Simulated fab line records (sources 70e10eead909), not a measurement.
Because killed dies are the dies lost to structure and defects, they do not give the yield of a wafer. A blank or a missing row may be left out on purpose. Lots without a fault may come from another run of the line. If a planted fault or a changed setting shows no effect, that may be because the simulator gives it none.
Chamber matching ; flow nand-harc ; rie-diel-04 running NHARC_A_BONDPAD_ETCH_34: 4 sister chambers
The step etches the open film in N2/H2, target depth 60 nm, overetch 18 nm, time 65.91 s. 8 wafers are shown with their chamber, then 6 later ones without.

== WAFERS WITH THEIR CHAMBER ==
wafer;chamber;drypump-motor-current-A (A);rf-vpp-V (V)
L159.3;2;6.24;429.8
L159.4;0;6.23;426.6
L159.5;1;5.66;430.2
L161.3;0;6.23;425.6
L161.4;2;6.25;429.5
L161.5;3;5.80;434.5
L160.1;1;5.63;430.5
L160.5;3;5.84;432.6

== WAFERS MISSING THEIR CHAMBER ==
wafer;drypump-motor-current-A (A);rf-vpp-V (V)
L160.6;6.23;430.0
L167.4;5.86;435.1
L167.6;5.65;431.4
L169.4;6.22;429.2
L170.2;6.26;430.1
L170.4;5.83;434.4

== WHICH CHAMBER EACH ONE RAN IN ==
wafer;from the rows above;in truth
L160.6;2;2
L167.4;3;3
L167.6;1;1
L169.4;2;2
L170.2;2;2
L170.4;3;3
Placed correctly: 6 of 6. Not placeable from these rows: 0. Placed wrongly: 0.
How it was worked out, from the rows above alone: a wafer's distance from a chamber is the root of the sum, over the readings, of the square of ((its reading less the chamber's mean) divided by the reading's scatter). If the next closest chamber is less than 2 further off than the closest, the wafer can't be placed; otherwise it belongs to the closest. A chamber's mean is the mean of its shown wafers. The scatter: take each reading less its chamber's mean, square it, sum over the shown wafers, divide by the number of wafers less the number of chambers, and take the root.
